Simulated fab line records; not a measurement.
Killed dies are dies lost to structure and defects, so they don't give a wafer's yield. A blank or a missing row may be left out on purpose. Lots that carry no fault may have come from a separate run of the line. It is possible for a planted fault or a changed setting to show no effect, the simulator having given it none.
fab line records -- flow n5_finfet
[record] lots = 10, wafers = 30, last_day = 17
route steps=1938 shown MOL_CONTACT_COAG@527 BEOL_M4@1111 PASSIVATION@1936
lots untouched by any fault: they come from a run of this same line in which no faults occurred
start_h: hours from the record's first day to the start of the lot's first wafer shown -- wait_h: hours since the lot's step before -- " unchanged from the row above -- L1.1+2: one row covering several wafers at once -- - value missing, or start not given -- * or withheld: withheld -- < > ~ a bound
route shown NAME@n: NAME is a module with steps in the file, n the number in the route of the first one -- usual: mean and standard deviation over wafers with no fault -- same: alike in all rows -- chamber/n: place in a boat -- sites: per-site readings -- _std_site: the values' standard deviation -- _edge_site: inner sites' mean taken away from outer sites' mean -- radius_mm: for every site, how far away it sits from the centre of the wafer -- mask NAME#n: copy n -- behind: tool/chamber where the wafer was last shaped -- hold: what put the lot on hold/how long, in hours/how the hold closed -- device: names the non-switching transistor (n, p or np) -- end of line: tests of these same wafers at the route's end -- a step without rows: its recipe alone -- killed: dies that structure and defects cost at the first sort, which is not the same as the wafer's yield -- map: shows each die of a wafer: x if killed, . if not, _ if none is there
set.NAME: the setting the step ran with; set.NAME@STEP: the setting that earlier step ran with -- model.NAME: the simulator's own value behind a step, which no gauge read
route steps across a sampled set of lots; one table per step, one row per wafer
services: the hour from which a tool's chamber was out of use, counted from the record's first day as start_h (under 0 if before that day), plus the number of hours and why
[[steps]]
[step N5_MOL_CONTACT_COAG_OVL_MEAS_09]
[recipe] points_per_wafer = 522
[usual] CA_OVL = -0.1/0.77
lot.wafer,tool,chamber,start_h,wait_h,CA_OVL[nm]
L384.2,overlay-01,0,106.17,0.0,-0.2
L384.3,overlay-01,0,106.17,0.0,0.7
L384.6,overlay-01,0,106.17,0.0,0.2
L386.1,overlay-01,0,119.53,0.0,0.5
L386.4,overlay-01,0,119.53,0.0,-0.7
L386.5,overlay-01,0,119.53,0.0,1.1
L390.2,overlay-01,0,148.40,0.0,0.2
L390.3,overlay-01,0,148.40,0.0,0.3
L390.5,overlay-01,0,148.40,0.0,0.2
L391.2,overlay-01,0,154.17,0.0,0.5
L391.3,overlay-01,0,154.17,0.0,0.5
L391.5,overlay-01,0,154.17,0.0,-0.6
L392.1,overlay-01,0,156.62,0.0,0.4
L392.4,overlay-01,0,156.62,0.0,-0.3
L392.5,overlay-01,0,156.62,0.0,0.2
L395.4,overlay-01,0,171.65,0.0,0.0
L395.5,overlay-01,0,171.65,0.0,-0.3
L395.6,overlay-01,0,171.65,0.0,-0.1
L396.1,overlay-01,0,178.58,0.0,-0.1
L396.3,overlay-01,0,178.58,0.0,-0.5
L396.5,overlay-01,0,178.58,0.0,-1.1
L400.2,overlay-01,0,204.32,0.0,0.3
L400.4,overlay-01,0,204.32,0.0,0.9
L400.5,overlay-01,0,204.32,0.0,0.8
L401.1,overlay-01,0,208.49,0.0,0.9
L401.4,overlay-01,0,208.49,0.0,0.5
L401.5,overlay-01,0,208.49,0.0,-0.2
L402.2,overlay-01,0,213.14,0.0,1.0
L402.5,overlay-01,0,213.14,0.0,0.9
L402.6,overlay-01,0,213.14,0.0,0.9
[step N5_MOL_CONTACT_COAG_ALD_20]
[recipe] material = TiN, target_thk_a = 15, temp_c = 400, ald_precursor_family = TiCl4, ald_co_reactant = NH3, pulse_time_s = 1, purge_time_s = 3, co_reactant_purge_time_s = 2, co_reactant_pulse_time_s = 2, ald_cycles = 68, pressure_torr = 3
[usual] ald_cycles = 68/0, heater_power_w = 931/99, precursor_pulse_height_rel = 1.000/0.019
[same] co_reactant_pulse_time_s = 2
lot.wafer,tool,chamber,start_h,wait_h,ald_cycles,heater_power_w,precursor_pulse_height_rel
L384.2,ald_metal-04,2,107.53,0.1,68,1029,1.005
L384.3,ald_metal-04,3,107.53,0.1,68,793,1.016
L384.6,ald_metal-04,1,107.53,0.1,68,894,1.033
L386.1,ald_metal-04,3,122.13,0.1,68,775,1.010
L386.4,ald_metal-04,1,122.13,0.1,68,928,0.960
L386.5,ald_metal-04,0,122.13,0.1,68,897,0.979
L390.2,ald_metal-04,0,149.96,0.1,68,881,1.014
L390.3,ald_metal-04,3,149.96,0.1,68,766,1.019
L390.5,ald_metal-04,3,149.96,0.1,68,779,1.022
L391.2,ald_metal-04,2,155.66,0.1,68,1005,0.968
L391.3,ald_metal-04,1,155.66,0.1,68,920,0.997
L391.5,ald_metal-04,3,155.66,0.1,68,783,0.988
L392.1,ald_metal-04,2,159.51,0.1,68,1047,1.019
L392.4,ald_metal-04,1,159.51,0.1,68,927,1.010
L392.5,ald_metal-04,0,159.51,0.1,68,879,1.016
L395.4,ald_metal-04,2,173.43,0.1,44,1024,0.978
L395.5,ald_metal-04,3,173.43,0.1,44,795,1.026
L395.6,ald_metal-04,2,173.43,0.1,44,1034,0.994
L396.1,ald_metal-04,2,179.68,0.1,44,1031,1.004
L396.3,ald_metal-04,3,179.68,0.1,44,776,1.015
L396.5,ald_metal-04,3,179.68,0.1,44,771,1.029
L400.2,ald_metal-03,2,205.87,0.1,68,946,1.008
L400.4,ald_metal-03,1,205.87,0.1,68,1104,1.013
L400.5,ald_metal-03,1,205.87,0.1,68,1072,0.988
L401.1,ald_metal-03,0,209.77,0.1,68,920,1.012
L401.4,ald_metal-03,2,209.77,0.1,68,934,0.980
L401.5,ald_metal-03,0,209.77,0.1,68,903,1.023
L402.2,ald_metal-01,1,214.35,0.1,68,811,0.981
L402.5,ald_metal-01,2,214.35,0.1,68,1015,0.990
L402.6,ald_metal-01,3,214.35,0.1,68,956,1.012
[step N5_MOL_CONTACT_COAG_SPUTTER_143]
[recipe] material = Co, target_thk_a = 25, temp_c = 25, chamber_pressure_pa = 0.2
[usual] throttle_valve_pct = 29.7/1.1
lot.wafer,tool,chamber,start_h,wait_h,throttle_valve_pct
L384.2,pvd_sputter-03,-,109.41,0.0,29.2
L384.3,pvd_sputter-03,-,109.41,0.0,29.5
L384.6,pvd_sputter-03,-,109.41,0.0,27.5
L386.1,pvd_sputter-02,-,123.57,0.0,29.4
L386.4,pvd_sputter-02,-,123.57,0.0,30.0
L386.5,pvd_sputter-02,-,123.57,0.0,28.9
L390.2,pvd_sputter-03,-,152.77,0.0,29.4
L390.3,pvd_sputter-03,-,152.77,0.0,29.1
L390.5,pvd_sputter-03,-,152.77,0.0,29.7
L391.2,pvd_sputter-01,-,156.43,0.0,30.7
L391.3,pvd_sputter-01,-,156.43,0.0,28.0
L391.5,pvd_sputter-01,-,156.43,0.0,30.2
L392.1,pvd_sputter-01,-,160.77,0.0,30.5
L392.4,pvd_sputter-01,-,160.77,0.0,28.0
L392.5,pvd_sputter-01,-,160.77,0.0,28.2
L395.4,pvd_sputter-02,-,174.29,0.0,30.3
L395.5,pvd_sputter-02,-,174.29,0.0,30.0
L395.6,pvd_sputter-02,-,174.29,0.0,30.6
L396.1,pvd_sputter-02,-,181.66,0.0,30.1
L396.3,pvd_sputter-02,-,181.66,0.0,29.9
L396.5,pvd_sputter-02,-,181.66,0.0,29.1
L400.2,pvd_sputter-03,-,206.80,0.0,29.4
L400.4,pvd_sputter-03,-,206.80,0.0,30.1
L400.5,pvd_sputter-03,-,206.80,0.0,27.7
L401.1,pvd_sputter-02,-,210.93,0.0,30.1
L401.4,pvd_sputter-02,-,210.93,0.0,29.1
L401.5,pvd_sputter-02,-,210.93,0.0,30.0
L402.2,pvd_sputter-03,-,215.90,0.0,29.5
L402.5,pvd_sputter-03,-,215.90,0.0,29.0
L402.6,pvd_sputter-03,-,215.90,0.0,30.0
[step N5_MOL_CONTACT_COAG_SPUTTER_130]
[recipe] material = Co, target_thk_a = 475, temp_c = 25, chamber_pressure_pa = 0.5, power_w = 3000
[usual] throttle_valve_pct = 29.8/1.1
lot.wafer,tool,chamber,start_h,wait_h,throttle_valve_pct
L384.2,pvd_sputter-02,-,112.91,0.0,30.6
L384.3,pvd_sputter-02,-,112.91,0.0,29.3
L384.6,pvd_sputter-02,-,112.91,0.0,30.2
L386.1,pvd_sputter-01,-,125.49,0.0,28.0
L386.4,pvd_sputter-01,-,125.49,0.0,30.4
L386.5,pvd_sputter-01,-,125.49,0.0,30.3
L390.2,pvd_sputter-03,-,154.53,0.0,27.4
L390.3,pvd_sputter-03,-,154.53,0.0,30.1
L390.5,pvd_sputter-03,-,154.53,0.0,27.6
L391.2,pvd_sputter-03,-,159.55,0.0,28.8
L391.3,pvd_sputter-03,-,159.55,0.0,30.2
L391.5,pvd_sputter-03,-,159.55,0.0,29.0
L392.1,pvd_sputter-01,-,163.17,0.0,28.0
L392.4,pvd_sputter-01,-,163.17,0.0,30.4
L392.5,pvd_sputter-01,-,163.17,0.0,31.6
L395.4,pvd_sputter-01,-,176.69,0.0,30.6
L395.5,pvd_sputter-01,-,176.69,0.0,30.1
L395.6,pvd_sputter-01,-,176.69,0.0,28.3
L396.1,pvd_sputter-03,-,185.17,0.0,29.3
L396.3,pvd_sputter-03,-,185.17,0.0,30.3
L396.5,pvd_sputter-03,-,185.17,0.0,27.8
L400.2,pvd_sputter-01,-,209.81,0.0,28.1
L400.4,pvd_sputter-01,-,209.81,0.0,30.4
L400.5,pvd_sputter-01,-,209.81,0.0,28.2
L401.1,pvd_sputter-02,-,213.33,0.0,30.5
L401.4,pvd_sputter-02,-,213.33,0.0,29.9
L401.5,pvd_sputter-02,-,213.33,0.0,30.0
L402.2,pvd_sputter-03,-,219.72,0.0,29.0
L402.5,pvd_sputter-03,-,219.72,0.0,30.3
L402.6,pvd_sputter-03,-,219.72,0.0,29.2
[step N5_BEOL_M4_RC_MEAS_101]
[usual] DIBL_N = 37.3/2.3, DIBL_P = 37.4/2.9, IOFF_N = 0.18/0.045, IOFF_P = 0.25/0.054, ION_N = 679/15, ION_P = 468/9.7, SS_N = 71.8/0.62, SS_P = 73.6/0.76, VT_N = 248/4.1, VT_P = -248/3.6
lot.wafer,tool,chamber,start_h,wait_h,DIBL_N[mV/V],DIBL_P[mV/V],IOFF_N[nA/um],IOFF_P[nA/um],ION_N[uA/um],ION_P[uA/um],SS_N[mV/dec],SS_P[mV/dec],VT_N[mV],VT_P[mV]
L384.2,prober-01,0,189.22,0.2,37.0,38.6,0.17,0.24,697,480,71.6,72.8,247,-249
L384.3,prober-01,0,189.22,0.2,32.8,32.4,0.09,0.14,651,450,71.4,71.4,259,-254
L384.6,prober-01,0,189.22,0.2,34.7,35.2,0.12,0.18,666,459,71.6,72.1,253,-249
L386.1,prober-02,0,195.36,0.0,39.0,39.4,0.20,0.25,681,464,71.6,74.0,247,-249
L386.4,prober-02,0,195.36,0.0,40.6,43.2,0.26,0.31,693,473,72.8,74.9,243,-248
L386.5,prober-02,0,195.36,0.0,37.3,38.2,0.17,0.22,698,469,72.0,73.0,248,-251
L390.2,prober-02,0,218.02,0.2,39.1,39.9,0.21,0.28,685,467,71.8,74.1,245,-247
L390.3,prober-02,0,218.02,0.2,38.3,37.7,0.19,0.24,680,461,71.5,72.9,248,-249
L390.5,prober-02,0,218.02,0.2,41.6,44.0,0.27,0.34,706,480,73.0,75.6,244,-245
L391.2,prober-01,0,235.89,0.2,36.9,38.9,0.18,0.25,673,462,72.5,73.3,247,-249
L391.3,prober-01,0,235.89,0.2,32.6,32.7,0.11,0.16,675,461,70.8,72.4,258,-254
L391.5,prober-01,0,235.89,0.2,36.2,38.4,0.19,0.25,692,472,72.3,73.1,246,-246
L392.1,prober-02,0,236.47,0.0,38.0,39.3,0.22,0.24,696,471,71.9,73.7,245,-251
L392.4,prober-02,0,236.47,0.0,37.5,38.2,0.17,0.21,675,455,72.6,73.8,248,-253
L392.5,prober-02,0,236.47,0.0,39.2,40.2,0.25,0.26,702,467,71.9,73.8,242,-247
L395.4,prober-01,0,242.36,0.5,38.6,39.5,0.19,0.26,668,457,72.1,74.2,248,-251
L395.5,prober-01,0,242.36,0.5,37.7,38.2,0.17,0.25,683,469,72.4,73.5,248,-251
L395.6,prober-01,0,242.36,0.5,35.2,35.6,0.12,0.21,647,448,72.0,74.0,253,-252
L396.1,prober-01,0,262.31,0.0,41.3,41.0,0.29,0.34,697,476,71.5,74.8,239,-244
L396.3,prober-01,0,262.31,0.0,36.2,35.4,0.17,0.23,689,479,71.1,73.6,246,-246
L396.5,prober-01,0,262.31,0.0,35.9,33.3,0.14,0.19,667,455,71.7,72.6,251,-250
L400.2,prober-02,0,274.66,0.2,39.6,38.4,0.19,0.25,683,464,71.9,74.1,248,-251
L400.4,prober-02,0,274.66,0.2,41.1,40.5,0.23,0.32,682,467,73.4,74.8,246,-244
L400.5,prober-02,0,274.66,0.2,36.8,33.9,0.14,0.17,653,449,71.7,72.3,255,-253
L401.1,prober-01,0,292.03,0.0,38.4,38.8,0.19,0.27,677,475,71.7,73.7,246,-244
L401.4,prober-01,0,292.03,0.0,36.2,35.8,0.15,0.22,662,462,71.6,72.5,252,-245
L401.5,prober-01,0,292.03,0.0,38.8,39.9,0.20,0.29,677,469,72.2,73.6,248,-245
L402.2,prober-02,0,295.89,0.2,40.7,41.8,0.23,0.30,679,467,72.8,73.9,244,-248
L402.5,prober-02,0,295.89,0.2,35.8,35.6,0.14,0.20,662,462,71.7,73.1,252,-252
L402.6,prober-02,0,295.89,0.2,39.5,41.2,0.22,0.28,677,464,73.2,74.6,246,-249
[step N5_PASSIVATION_PROBE_49]
[usual] defect_limited_yield = 91.3/1.5, killed_at_M0_to_M3 = 35/8.7, killed_at_M4_up = 14/5.5, killed_at_contacts = 11/5.6, killed_at_front_end = 39/13, killed_at_other = 3.7/2.2, killed_dies = 103/18, killed_open = 69/14, killed_short = 33/7.8, sort_bin_4_leakage = 0.02/0.15, sort_bin_5_function = 5.1/0.99, sort_bin_6_memory = 3.3/0.67, sort_bin_8_speed = 0.02/0.17, sort_n_pass = 1077/18, sort_yield_pct = 91.2/1.5
[same] gross_dies = 1180, killed_at_back_side = 0
lot.wafer,tool,chamber,start_h,wait_h,defect_limited_yield[%],killed_at_M0_to_M3,killed_at_M4_up,killed_at_contacts,killed_at_front_end,killed_at_other,killed_dies,killed_open,killed_short,sort_bin_4_leakage[%],sort_bin_5_function[%],sort_bin_6_memory[%],sort_bin_8_speed[%],sort_n_pass,sort_yield_pct[%]
L392.1,prober-02,-,350.42,0.0,94.1,31,7,13,18,1,70,46,24,0,3.8,1.9,0,1110,94.1
L392.4,prober-02,-,350.57,0.2,91.1,34,15,19,33,4,105,79,26,0,6.0,2.5,0,1075,91.1
L392.5,prober-02,-,350.62,0.2,93.5,34,4,10,28,1,77,44,33,0,3.6,2.5,0,1103,93.5
L395.4,prober-02,-,350.93,0.2,91.0,39,11,5,49,2,106,67,39,0,5.7,3.1,0,1074,91.0
L395.5,prober-02,-,350.98,0.2,91.9,33,5,13,42,2,95,67,27,0,5.2,2.4,0,1085,91.9
L395.6,prober-02,-,351.03,0.3,89.7,44,6,13,57,2,122,86,35,0,6.4,3.6,0,1058,89.7
L391.2,prober-01,-,352.43,0.1,91.0,43,17,2,40,4,106,65,40,0,4.7,3.8,0,1074,91.0
L391.3,prober-01,-,352.48,0.1,91.5,32,21,9,33,5,100,60,39,0,4.8,3.1,0,1080,91.5
L391.5,prober-01,-,352.58,0.2,92.5,34,13,6,32,4,89,56,33,0,4.7,2.7,0,1091,92.5
L402.2,prober-01,-,413.45,0.1,90.9,31,18,18,39,1,107,77,26,0,5.2,3.6,0,1073,90.9
L402.5,prober-01,-,413.60,0.2,90.7,36,9,25,37,3,110,85,24,0,5.6,3.5,0,1070,90.7
L402.6,prober-01,-,413.65,0.3,93.3,30,8,12,29,0,79,44,34,0,3.2,3.1,0,1101,93.3
// killed by level:class
L392.1 MOL_CONTACT_COAG:geometric_particle:open=12 BEOL_M0_SAQP:geometric_particle:short=7 BEOL_M1:geometric_particle:open=6 BEOL_M0:geometric_particle:open=5 BEOL_M3:geometric_particle:open=5 FIN_SAQP:geometric_particle:open=4 STI_FIN_REVEAL:geometric_particle:open=4 FIN_SAQP:geometric_particle:short=3
L392.4 MOL_CONTACT_COAG:geometric_particle:open=16 FIN_SAQP:geometric_particle:open=14 BEOL_M2:geometric_particle:open=11 FIN_SAQP:geometric_particle:short=9 BEOL_M0_SAQP:geometric_particle:open=9 BEOL_M4:geometric_particle:open=9 BEOL_M3:geometric_particle:open=5 MOL_CONTACT_COAG:geometric_particle:short=3
L392.5 FIN_SAQP:geometric_particle:open=9 BEOL_M0_SAQP:geometric_particle:short=9 FIN_SAQP:geometric_particle:short=8 BEOL_M0_SAQP:geometric_particle:open=8 MOL_CONTACT_COAG:geometric_particle:open=7 BEOL_M1:geometric_particle:open=5 MOL_CONTACT_COAG:geometric_particle:short=3 BEOL_M3:geometric_particle:open=3
L395.4 FIN_SAQP:geometric_particle:short=12 STI_FIN_REVEAL:geometric_particle:open=12 BEOL_M3:geometric_particle:open=9 FIN_SAQP:geometric_particle:open=8 BEOL_M0_SAQP:geometric_particle:short=8 BEOL_M0_SAQP:geometric_particle:open=8 BEOL_M2:geometric_particle:open=6 STI_FIN_REVEAL:geometric_particle:short=4
L395.5 FIN_SAQP:geometric_particle:open=10 STI_FIN_REVEAL:geometric_particle:open=10 MOL_CONTACT_COAG:geometric_particle:open=10 BEOL_M0_SAQP:geometric_particle:short=9 BEOL_M0_SAQP:geometric_particle:open=6 STI_FIN_REVEAL:geometric_particle:short=5 BEOL_M1:geometric_particle:open=5 BEOL_M2:geometric_particle:open=4
L395.6 STI_FIN_REVEAL:geometric_particle:open=21 BEOL_M2:geometric_particle:open=16 MOL_CONTACT_COAG:geometric_particle:open=12 BEOL_M0_SAQP:geometric_particle:short=11 DUMMY_GATE:geometric_particle:open=7 ILD0:geometric_particle:open=6 BEOL_M0_SAQP:geometric_particle:open=6 FIN_SAQP:geometric_particle:open=5
L391.2 BEOL_M0_SAQP:geometric_particle:short=14 BEOL_M0_SAQP:geometric_particle:open=11 FIN_SAQP:geometric_particle:open=8 STI_FIN_REVEAL:geometric_particle:open=8 ILD0:geometric_particle:short=7 BEOL_M2:geometric_particle:open=6 DUMMY_GATE:geometric_particle:open=4 ILD0:geometric_particle:open=4
L391.3 BEOL_M0_SAQP:geometric_particle:short=11 STI_FIN_REVEAL:geometric_particle:open=8 MOL_CONTACT_COAG:geometric_particle:open=7 GATE_CUT:geometric_particle:short=6 BEOL_M0_SAQP:geometric_particle:open=6 BEOL_M6:geometric_particle:open=5 BEOL_M3:geometric_particle:open=5 FIN_SAQP:geometric_particle:open=4
L391.5 BEOL_M0_SAQP:geometric_particle:open=14 BEOL_M0_SAQP:geometric_particle:short=9 BEOL_M4:geometric_particle:open=7 STI_FIN_REVEAL:geometric_particle:open=6 MOL_CONTACT_COAG:geometric_particle:open=6 GATE_CUT:geometric_particle:short=6 BEOL_M3:geometric_particle:open=5 FIN_SAQP:geometric_particle:short=4
L402.2 MOL_CONTACT_COAG:geometric_particle:open=16 BEOL_M4:geometric_particle:open=11 FIN_SAQP:geometric_particle:open=8 BEOL_M3:geometric_particle:open=8 BEOL_M2:geometric_particle:open=7 DUMMY_GATE:geometric_particle:open=5 GATE_CUT:geometric_particle:short=4 FIN_SAQP:geometric_particle:short=4
L402.5 MOL_CONTACT_COAG:geometric_particle:open=21 FIN_SAQP:geometric_particle:open=17 BEOL_M3:geometric_particle:open=11 BEOL_M2:geometric_particle:open=8 BEOL_M4:geometric_particle:open=6 FIN_SAQP:geometric_particle:short=5 SPACER0:geometric_particle:open=4 MOL_CONTACT_COAG:geometric_particle:short=4
L402.6 BEOL_M0_SAQP:geometric_particle:short=10 MOL_CONTACT_COAG:geometric_particle:open=8 BEOL_M3:geometric_particle:open=7 FIN_SAQP:geometric_particle:open=5 FIN_SAQP:geometric_particle:short=5 STARTING-WAFER:geometric_particle:short=5 STI_FIN_REVEAL:geometric_particle:open=4 MOL_CONTACT_COAG:geometric_particle:short=4
[[services]]
tool,chamber,start_h,hours,kind
ald_metal-03,-,95.11,6.0,pm
pvd_sputter-01,-,98.79,7.4,repair
pvd_sputter-01,-,108.92,5.7,repair
ald_metal-04,-,132.24,8.7,pm
pvd_sputter-01,-,166.67,1.7,repair
[[key]]
[first_sign] step = N5_MOL_CONTACT_COAG_ALD_20, reading = ald_cycles, direction = down, sigmas = 99+, usual = *, struck = *
effect none on later readings
met_at N5_MOL_CONTACT_COAG_ALD_20
struck_lots L395,L396
not_acting_at N5_MOL_CONTACT_COAG_OVL_MEAS_09,N5_MOL_CONTACT_COAG_SPUTTER_143,N5_MOL_CONTACT_COAG_SPUTTER_130
onset_between 159.51 173.43
[fault] kind = process_parameter_drift, tool = ald_metal-04, chamber = -, onset_h = 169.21, steps = N5_MOL_CONTACT_COAG_ALD_20, channel = ald_cycles, offset = *, shape = step, end_h = 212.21, acts_in = *, stated = *
